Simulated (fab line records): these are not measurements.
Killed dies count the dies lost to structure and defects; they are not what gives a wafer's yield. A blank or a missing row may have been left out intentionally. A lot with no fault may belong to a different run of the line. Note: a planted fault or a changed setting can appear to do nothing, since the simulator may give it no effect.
fab line records    flow n5_finfet
[record] lots = 5  wafers = 15  last_day = 18
route steps=1938 shown MOL_CONTACT_COAG@529 BEOL_M4@1111 PASSIVATION@1936
lots with no fault: from the same line, run without faults
start_h: the number of hours between the record's first day and the start of the first shown wafer of the lot    wait_h: how many hours have passed since the lot's step before this one    " the same as in the row above    L1.1+2: a single row standing in for several wafers    - no value present, or no start provided    * or withheld: withheld    < > ~ a bound
route shown NAME@n: a module of which the file shows steps, and the number in the route of the first    usual: the fault-free wafers' mean and standard deviation    same: alike in all rows    chamber/n: place in a boat    sites: readings site by site    _std_site: how widely they spread, as a standard deviation    _edge_site: mean of outer sites minus mean of inner sites    radius_mm: for every site, how far away it sits from the centre of the wafer    mask NAME#n: copy n    behind: the tool/chamber that last shaped the wafer    hold: the reason the lot was held/the length of the hold in hours/how it ended    device: transistor that didn't switch, given as n, p or np    end of line: the same wafers' tests at the end of the route    a step with no rows: only its recipe    killed: the dies lost at the first sort to structure and to defects; this is not the yield of the wafer    map: per-die view of a wafer (x killed, . not killed, _ where there is no die)
set.NAME: the setting that was run; set.NAME@STEP: the one run at that earlier step    model.NAME: the simulator's own value behind a step, which no gauge read
lots at selected steps of the route; one table per step, one row per wafer
services: from which hour (start_h, from the record's first day; less than 0 if before it) a tool's chamber was out of use, for how many hours, and why
[[steps]]
[step N5_MOL_CONTACT_COAG_DESCUM_13]
[recipe] chemistry = O2  time_s = 7  source_power_w = 50  bias_power_w = 20  pressure_mtorr = 20  rf_frequency_hz = 2.712e+07  temp_c = 40  resist = CAR-EUV  o2_flow_sccm = 225
[step N5_MOL_CONTACT_COAG_ETCH_59]
[recipe] chemistry = N2/H2  target = underlayer  target_depth_a = 130  mask_material = CAR-EUV  time_s = 10.4  ion_energy_ev = 200  pressure_mtorr = 30  source_w = 840  bias_w = 150  n2_flow_sccm = 200  h2_flow_sccm = 200  ends = cleared
[step N5_MOL_CONTACT_COAG_ETCH_105]
[recipe] chemistry = CF4  target = SiARC  target_depth_a = 156  mask_material = CAR-EUV  time_s = 26  ion_energy_ev = 80  pressure_mtorr = 40  source_w = 545  bias_w = 36  Ar_flow_sccm = 100  cf4_flow_sccm = 100  ends = cleared
[step N5_MOL_CONTACT_COAG_ETCH_106]
[recipe] chemistry = N2/H2  target = SOC  target_depth_a = 800  overetch_a = 160  mask_material = SiARC  temp_c = 40  time_s = 120  ion_energy_ev = 200  pressure_mtorr = 30  source_w = 840  bias_w = 150  n2_flow_sccm = 200  h2_flow_sccm = 200
[step N5_MOL_CONTACT_COAG_STRIP_107]
[recipe] chemistry = N2/H2  temp_c = 40  n2_flow_sccm = 200  h2_flow_sccm = 200  rf_frequency_hz = 6e+07
[step N5_MOL_CONTACT_COAG_STRIP_108]
[recipe] chemistry = N2/H2  temp_c = 40  n2_flow_sccm = 200  h2_flow_sccm = 200  rf_frequency_hz = 6e+07
[step N5_MOL_CONTACT_COAG_CONTACT_ETCH_14]
[recipe] chemistry = C4F6/O2  target = SiO2  target_depth_a = 275  overetch_a = 85  mask_material = SOC  pressure_mtorr = 30  source_w = 370  bias_w = 185  Ar_flow_sccm = 300  C4F6_flow_sccm = 16  O2_flow_sccm = 10  time_s = 20  ion_energy_ev = 259.6
[step N5_MOL_CONTACT_COAG_STRIP_109]
[recipe] chemistry = C4F6/O2  resist = SiARC  rf_frequency_hz = 6e+07
[step N5_MOL_CONTACT_COAG_ETCH_15]
[recipe] chemistry = CH3F/O2  target = SiNx  target_depth_a = 70  mask_material = SOC  stop_on = Si:P  over_etch_frac = 0.75  ion_energy_ev = 120  pressure_mtorr = 30  source_w = 395  bias_w = 73  Ar_flow_sccm = 150  CH3F_flow_sccm = 30  O2_flow_sccm = 20
[step N5_MOL_CONTACT_COAG_ETCH_110]
[recipe] chemistry = CF4/O2  target = Si  target_depth_a = 25  time_s = 8  pressure_mtorr = 100  source_w = 200  bias_w = 12  ion_energy_ev = 60  Ar_flow_sccm = 100  cf4_flow_sccm = 100  O2_flow_sccm = 10
[step N5_MOL_CONTACT_COAG_STRIP_98]
[recipe] chemistry = N2/H2  power_w = 500  temp_c = 40  pressure_mtorr = 50  rf_frequency_hz = 6e+07  overash_fraction = 0.3  bias_power_w = 8  h2_frac = 0.5  n2_flow_sccm = 300  h2_flow_sccm = 300
[usual] bias_power_w = 7.999/0.021  chamber_pressure_mTorr = 49.99/0.088  drypump_motor_current_A = 5.6/0.42  oes_product_au = 0.80/0.084  rf_vpp_V = 54.4/1.5  showerhead_plenum_p_Torr = 3.36/0.11  throttle_valve_pct = 18.9/0.48
lot.wafer  tool         chamber  start_h  wait_h  bias_power_w  chamber_pressure_mTorr  drypump_motor_current_A  oes_product_au  rf_hours_counter_h  rf_vpp_V  showerhead_plenum_p_Torr  throttle_valve_pct  model.SOC_of_MOL_CONTACT_COAG_COAT_103.thk_nm
L197.1     rie_diel-01  0        156.41   0.0     7.988         50.04                   5.2                      0.84            61                  54.6      3.54                      19.0                0
L197.3     "            3        "        "       7.990         49.99                   6.2                      0.69            240                 53.4      3.33                      19.9                0
L197.5     "            1        "        "       7.962         50.13                   5.4                      0.71            -                   56.4      3.30                      19.3                0
L202.1     rie_diel-01  2        182.76   0.0     -             -                       -                        -               -                   -         -                         -                   73.6
L202.4     "            3        "        "       -             -                       -                        -               -                   -         -                         -                   73.4
L202.6     "            2        "        "       -             -                       -                        -               -                   -         -                         -                   73.6
L203.1     rie_diel-01  2        189.91   0.0     -             -                       -                        -               -                   -         -                         -                   73.6
L203.2     "            3        "        "       -             -                       -                        -               -                   -         -                         -                   74
L203.5     "            0        "        "       -             -                       -                        -               -                   -         -                         -                   73.6
L204.1     rie_diel-04  0        196.24   0.0     -             -                       -                        -               -                   -         -                         -                   73.8
L204.4     "            2        "        "       -             -                       -                        -               -                   -         -                         -                   74.2
L204.6     "            0        "        "       -             -                       -                        -               -                   -         -                         -                   73.8
L208.1     rie_diel-06  3        221.53   0.0     7.972         49.88                   5.1                      0.88            64                  54.7      3.27                      19.2                0
L208.2     "            1        "        "       8.014         49.97                   6.4                      0.86            40                  53.6      3.56                      18.6                0
L208.4     "            0        "        "       7.981         50.01                   5.2                      0.71            221                 53.0      3.45                      18.6                0
[step N5_BEOL_M4_RC_MEAS_101]
[usual] DIBL_N = 36.4/2.7  DIBL_P = 36/3.2  IOFF_N = 0.16/0.046  IOFF_P = 0.21/0.055  ION_N = 677/15  ION_P = 464/11  SS_N = 71.5/0.79  SS_P = 73.3/0.93  VT_N = 250/4.1  VT_P = -251/4.4
lot.wafer  tool       chamber  start_h  wait_h  DIBL_N[mV/V]  DIBL_P[mV/V]  IOFF_N[nA/um]  IOFF_P[nA/um]  ION_N[uA/um]  ION_P[uA/um]  SS_N[mV/dec]  SS_P[mV/dec]  VT_N[mV]  VT_P[mV]
L197.1     prober-01  0        251.19   0.0     36.1          37            0.16           0.24           680           476           71.4          73.4          253       -248
L197.3     "          0        "        "       37.0          38            0.19           0.28           701           479           72.7          74.5          244       -245
L197.5     "          0        "        "       34.8          35            0.15           0.24           677           468           70.6          73.6          247       -248
L208.1     prober-02  0        319.05   0.0     37.4          36            0.16           0.21           681           465           70.7          73.3          248       -250
L208.2     "          0        "        "       36.8          36            0.15           0.19           670           456           70.8          73.2          250       -254
L208.4     "          0        "        "       37.1          36            0.17           0.20           697           477           70.7          72.9          248       -253
[step N5_PASSIVATION_PROBE_49]
[usual] defect_limited_yield = 91.1/1.4  killed_at_M0_to_M3 = 34/9.7  killed_at_M4_up = 13/5.1  killed_at_contacts = 14/6.3  killed_at_front_end = 40/11  killed_at_other = 3.5/2.7  killed_dies = 105/16  killed_on_rim = 13/4.1  killed_open = 70/12  killed_short = 34/7.8  sort_bin_5_function = 5.2/0.88  sort_bin_6_memory = 3.3/0.7  sort_n_pass = 1074/17  sort_yield_pct = 91.0/1.5
[same] gross_dies = 1180  killed_at_back_side = 0  sort_bin_4_leakage[%] = 0  sort_bin_8_speed[%] = 0
lot.wafer  tool       chamber  start_h  wait_h  defect_limited_yield[%]  killed_at_M0_to_M3  killed_at_M4_up  killed_at_contacts  killed_at_front_end  killed_at_other  killed_dies  killed_on_rim  killed_open  killed_short  sort_bin_5_function[%]  sort_bin_6_memory[%]  sort_n_pass  sort_yield_pct[%]
L197.1     prober-02  -        357.42   0.0     91.5                     30                  9                14                  45                   2                100          13             61           37            5.0                     2.8                   1080         91.5
L197.3     prober-02  -        357.52   0.1     93.6                     17                  11               14                  32                   2                76           9              57           19            3.6                     2.6                   1104         93.6
L197.5     prober-02  -        357.62   0.2     91.7                     29                  13               24                  29                   3                98           14             71           27            4.8                     3.3                   1082         91.7
L202.1     prober-01  -        371.50   0.0     0                        35                  19               1097                28                   1                1180         152            67           26            96.9                    2.7                   0            0
L202.4     prober-01  -        371.65   0.2     0                        30                  11               1098                38                   3                1180         152            57           28            97.1                    2.5                   0            0
L202.6     prober-01  -        371.75   0.3     0                        40                  9                1095                33                   3                1180         152            67           25            96.4                    3.4                   0            0
L203.1     prober-01  -        386.86   0.0     0                        38                  8                1092                37                   5                1180         152            70           36            96.7                    3.1                   0            0
L203.2     prober-01  -        386.91   0.1     0                        30                  9                1097                39                   5                1180         152            65           32            96.6                    3.3                   0            0
L203.5     prober-01  -        387.06   0.2     0                        36                  5                1090                48                   1                1180         152            80           30            96.4                    3.3                   0            0
L204.1     prober-01  -        387.99   0.0     0                        29                  8                1107                33                   3                1180         152            54           30            97.4                    2.5                   0            0
L204.4     prober-01  -        388.14   0.2     0                        30                  6                1102                37                   5                1180         152            56           32            95.9                    3.9                   0            0
L204.6     prober-01  -        388.24   0.3     0                        43                  9                1086                40                   2                1180         152            64           45            95.9                    3.3                   0            0
// killed by level:class
L197.1 FIN_SAQP:geometric_particle:short=10 BEOL_M1:geometric_particle:open=10 MOL_CONTACT_COAG:geometric_particle:open=9 STI_FIN_REVEAL:geometric_particle:open=7 BEOL_M2:geometric_particle:open=6 BEOL_M0_SAQP:geometric_particle:open=6 DUMMY_GATE:geometric_particle:open=5 MOL_CONTACT_COAG:geometric_particle:short=5
L197.3 MOL_CONTACT_COAG:geometric_particle:open=12 STI_FIN_REVEAL:geometric_particle:open=9 DUMMY_GATE:geometric_particle:open=7 BEOL_M0:geometric_particle:open=4 BEOL_M2:geometric_particle:open=4 ILD0:geometric_particle:open=3 BEOL_M1:geometric_particle:open=3 BEOL_M4:geometric_particle:open=3
L197.5 MOL_CONTACT_COAG:geometric_particle:open=20 BEOL_M1:geometric_particle:open=8 BEOL_M4:geometric_particle:open=7 GATE_CUT:geometric_particle:short=6 STI_FIN_REVEAL:geometric_particle:open=5 BEOL_M2:geometric_particle:open=5 BEOL_M3:geometric_particle:open=5 FIN_SAQP:geometric_particle:short=4
L202.1 MOL_CONTACT_COAG:area_sil=1086 STI_FIN_REVEAL:geometric_particle:open=12 MOL_CONTACT_COAG:geometric_particle:open=9 BEOL_M0_SAQP:geometric_particle:open=7 BEOL_M2:geometric_particle:open=6 BEOL_M1:geometric_particle:open=5 BEOL_M0_SAQP:geometric_particle:short=5 STI_FIN_REVEAL:geometric_particle:short=4
L202.4 MOL_CONTACT_COAG:area_sil=1094 STI_FIN_REVEAL:geometric_particle:open=9 FIN_SAQP:geometric_particle:open=7 BEOL_M0_SAQP:geometric_particle:open=6 BEOL_M1:geometric_particle:open=6 BEOL_M4:geometric_particle:open=6 BEOL_M0_SAQP:geometric_particle:short=5 BEOL_M3:geometric_particle:open=5
L202.6 MOL_CONTACT_COAG:area_sil=1088 BEOL_M3:geometric_particle:open=11 FIN_SAQP:geometric_particle:open=10 BEOL_M0_SAQP:geometric_particle:open=9 BEOL_M0_SAQP:geometric_particle:short=9 STI_FIN_REVEAL:geometric_particle:open=7 DUMMY_GATE:geometric_particle:open=6 BEOL_M4:geometric_particle:open=6
L203.1 MOL_CONTACT_COAG:area_sil=1074 MOL_CONTACT_COAG:geometric_particle:open=13 BEOL_M2:geometric_particle:open=13 BEOL_M3:geometric_particle:open=10 FIN_SAQP:geometric_particle:short=6 BEOL_M1:geometric_particle:open=6 MOL_CONTACT_COAG:geometric_particle:short=5 FIN_SAQP:geometric_particle:open=4
L203.2 MOL_CONTACT_COAG:area_sil=1082 MOL_CONTACT_COAG:geometric_particle:open=13 BEOL_M2:geometric_particle:open=11 FIN_SAQP:geometric_particle:short=10 GATE_CUT:geometric_particle:short=6 FIN_SAQP:geometric_particle:open=5 BEOL_M3:geometric_particle:open=5 BEOL_M0_SAQP:geometric_particle:open=4
L203.5 MOL_CONTACT_COAG:area_sil=1070 STI_FIN_REVEAL:geometric_particle:open=18 BEOL_M3:geometric_particle:open=16 MOL_CONTACT_COAG:geometric_particle:open=14 GATE_CUT:geometric_particle:short=6 ILD0:geometric_particle:open=6 MOL_CONTACT_COAG:geometric_particle:short=6 BEOL_M0_SAQP:geometric_particle:open=6
L204.1 MOL_CONTACT_COAG:area_sil=1095 STI_FIN_REVEAL:geometric_particle:open=10 MOL_CONTACT_COAG:geometric_particle:open=9 GATE_CUT:geometric_particle:short=6 BEOL_M1:geometric_particle:open=6 GATE_CUT:geometric_particle:open=4 BEOL_M0_SAQP:geometric_particle:open=4 BEOL_M0_SAQP:geometric_particle:short=4
L204.4 MOL_CONTACT_COAG:area_sil=1090 MOL_CONTACT_COAG:geometric_particle:open=12 FIN_SAQP:geometric_particle:short=8 GATE_CUT:geometric_particle:short=6 BEOL_M0_SAQP:geometric_particle:open=6 BEOL_M1:geometric_particle:open=6 STI_FIN_REVEAL:geometric_particle:open=5 BEOL_M0_SAQP:geometric_particle:short=5
L204.6 MOL_CONTACT_COAG:area_sil=1070 MOL_CONTACT_COAG:geometric_particle:open=13 FIN_SAQP:geometric_particle:short=12 BEOL_M0_SAQP:geometric_particle:open=11 BEOL_M0_SAQP:geometric_particle:short=11 BEOL_M2:geometric_particle:open=7 DUMMY_GATE:geometric_particle:open=6 BEOL_M1:geometric_particle:open=6
// map L202.1 (x killed, . not)
_________________xxxxxxxxxxxx________________
______________xxxxxxxxxxxxxxxxxx_____________
___________xxxxxxxxxxxxxxxxxxxxxxxx__________
__________xxxxxxxxxxxxxxxxxxxxxxxxxx_________
________xxxxxxxxxxxxxxxxxxxxxxxxxxxxxx_______
_______xxxxxxxxxxxxxxxxxxxxxxxxxxxxxxxx______
______xxxxxxxxxxxxxxxxxxxxxxxxxxxxxxxxxx_____
_____xxxxxxxxxxxxxxxxxxxxxxxxxxxxxxxxxxxx____
____xxxxxxxxxxxxxxxxxxxxxxxxxxxxxxxxxxxxxx___
___xxxxxxxxxxxxxxxxxxxxxxxxxxxxxxxxxxxxxxxx__
___xxxxxxxxxxxxxxxxxxxxxxxxxxxxxxxxxxxxxxxx__
__xxxxxxxxxxxxxxxxxxxxxxxxxxxxxxxxxxxxxxxxxx_
__xxxxxxxxxxxxxxxxxxxxxxxxxxxxxxxxxxxxxxxxxx_
_xxxxxxxxxxxxxxxxxxxxxxxxxxxxxxxxxxxxxxxxxxxx
_xxxxxxxxxxxxxxxxxxxxxxxxxxxxxxxxxxxxxxxxxxxx
_xxxxxxxxxxxxxxxxxxxxxxxxxxxxxxxxxxxxxxxxxxxx
_xxxxxxxxxxxxxxxxxxxxxxxxxxxxxxxxxxxxxxxxxxxx
_xxxxxxxxxxxxxxxxxxxxxxxxxxxxxxxxxxxxxxxxxxxx
_xxxxxxxxxxxxxxxxxxxxxxxxxxxxxxxxxxxxxxxxxxxx
_xxxxxxxxxxxxxxxxxxxxxxxxxxxxxxxxxxxxxxxxxxxx
_xxxxxxxxxxxxxxxxxxxxxxxxxxxxxxxxxxxxxxxxxxxx
__xxxxxxxxxxxxxxxxxxxxxxxxxxxxxxxxxxxxxxxxxx_
__xxxxxxxxxxxxxxxxxxxxxxxxxxxxxxxxxxxxxxxxxx_
___xxxxxxxxxxxxxxxxxxxxxxxxxxxxxxxxxxxxxxxx__
___xxxxxxxxxxxxxxxxxxxxxxxxxxxxxxxxxxxxxxxx__
____xxxxxxxxxxxxxxxxxxxxxxxxxxxxxxxxxxxxxx___
_____xxxxxxxxxxxxxxxxxxxxxxxxxxxxxxxxxxxx____
______xxxxxxxxxxxxxxxxxxxxxxxxxxxxxxxxxx_____
_______xxxxxxxxxxxxxxxxxxxxxxxxxxxxxxxx______
________xxxxxxxxxxxxxxxxxxxxxxxxxxxxxx_______
__________xxxxxxxxxxxxxxxxxxxxxxxxxx_________
___________xxxxxxxxxxxxxxxxxxxxxxxx__________
______________xxxxxxxxxxxxxxxxxx_____________
_________________xxxxxxxxxxxx________________
// map L203.1 (x killed, . not)
_________________xxxxxxxxxxxx________________
______________xxxxxxxxxxxxxxxxxx_____________
___________xxxxxxxxxxxxxxxxxxxxxxxx__________
__________xxxxxxxxxxxxxxxxxxxxxxxxxx_________
________xxxxxxxxxxxxxxxxxxxxxxxxxxxxxx_______
_______xxxxxxxxxxxxxxxxxxxxxxxxxxxxxxxx______
______xxxxxxxxxxxxxxxxxxxxxxxxxxxxxxxxxx_____
_____xxxxxxxxxxxxxxxxxxxxxxxxxxxxxxxxxxxx____
____xxxxxxxxxxxxxxxxxxxxxxxxxxxxxxxxxxxxxx___
___xxxxxxxxxxxxxxxxxxxxxxxxxxxxxxxxxxxxxxxx__
___xxxxxxxxxxxxxxxxxxxxxxxxxxxxxxxxxxxxxxxx__
__xxxxxxxxxxxxxxxxxxxxxxxxxxxxxxxxxxxxxxxxxx_
__xxxxxxxxxxxxxxxxxxxxxxxxxxxxxxxxxxxxxxxxxx_
_xxxxxxxxxxxxxxxxxxxxxxxxxxxxxxxxxxxxxxxxxxxx
_xxxxxxxxxxxxxxxxxxxxxxxxxxxxxxxxxxxxxxxxxxxx
_xxxxxxxxxxxxxxxxxxxxxxxxxxxxxxxxxxxxxxxxxxxx
_xxxxxxxxxxxxxxxxxxxxxxxxxxxxxxxxxxxxxxxxxxxx
_xxxxxxxxxxxxxxxxxxxxxxxxxxxxxxxxxxxxxxxxxxxx
_xxxxxxxxxxxxxxxxxxxxxxxxxxxxxxxxxxxxxxxxxxxx
_xxxxxxxxxxxxxxxxxxxxxxxxxxxxxxxxxxxxxxxxxxxx
_xxxxxxxxxxxxxxxxxxxxxxxxxxxxxxxxxxxxxxxxxxxx
__xxxxxxxxxxxxxxxxxxxxxxxxxxxxxxxxxxxxxxxxxx_
__xxxxxxxxxxxxxxxxxxxxxxxxxxxxxxxxxxxxxxxxxx_
___xxxxxxxxxxxxxxxxxxxxxxxxxxxxxxxxxxxxxxxx__
___xxxxxxxxxxxxxxxxxxxxxxxxxxxxxxxxxxxxxxxx__
____xxxxxxxxxxxxxxxxxxxxxxxxxxxxxxxxxxxxxx___
_____xxxxxxxxxxxxxxxxxxxxxxxxxxxxxxxxxxxx____
______xxxxxxxxxxxxxxxxxxxxxxxxxxxxxxxxxx_____
_______xxxxxxxxxxxxxxxxxxxxxxxxxxxxxxxx______
________xxxxxxxxxxxxxxxxxxxxxxxxxxxxxx_______
__________xxxxxxxxxxxxxxxxxxxxxxxxxx_________
___________xxxxxxxxxxxxxxxxxxxxxxxx__________
______________xxxxxxxxxxxxxxxxxx_____________
_________________xxxxxxxxxxxx________________
[[services]]
tool         chamber  start_h  hours  kind
rie_diel-01  -        144.78   4.3    pm
rie_diel-06  3        173.08   5.7    repair
rie_diel-04  3        185.80   9.3    repair
rie_diel-04  1        195.45   -      clean
rie_diel-04  1        195.45   -      consumable_replace:focus_ring
rie_diel-04  1        195.45   17.4   scheduled_down
rie_diel-04  1        195.45   17.4   vent_cycle
rie_diel-01  3        205.59   -      clean
rie_diel-01  3        205.59   -      consumable_replace:focus_ring
rie_diel-01  3        205.59   19.6   scheduled_down
rie_diel-01  3        205.59   19.6   vent_cycle
[[key]]
[first_sign] step = N5_MOL_CONTACT_COAG_STRIP_98  reading = tool_record  direction = missing
[effect] step = N5_PASSIVATION_PROBE_49  reading = killed_at_contacts  direction = up  sigmas = 99+  usual = 14  struck = 1096
[model_effect] step = N5_MOL_CONTACT_COAG_STRIP_98  value = SOC_of_MOL_CONTACT_COAG_COAT_103.thk_nm  without = 0  struck = 73.73
[more_kills_born_at] N5_MOL_CONTACT_COAG_TI_SIL_19@pvd_sputter-03 = 6481  N5_MOL_CONTACT_COAG_TI_SIL_19@pvd_sputter-02 = 3268
met_at N5_MOL_CONTACT_COAG_STRIP_98
struck_wafers L202.1,L202.4,L202.6,L203.1,L203.2,L203.5,L204.1,L204.4,L204.6
later_rows_left_out L202.1,L202.4,L202.6,L203.1,L203.2,L203.5,L204.1,L204.4,L204.6
onset_between 156.41 182.76
[fault] kind = skipped_step_whole  tool = rie_diel-01,rie_diel-04  chamber = -  onset_h = 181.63  steps = N5_MOL_CONTACT_COAG_STRIP_98  scope = struck_lots_only
// later_rows_left_out: the simulator's readings of these wafers behind a module that went badly wrong aren't trusted and aren't shown, but for the sort
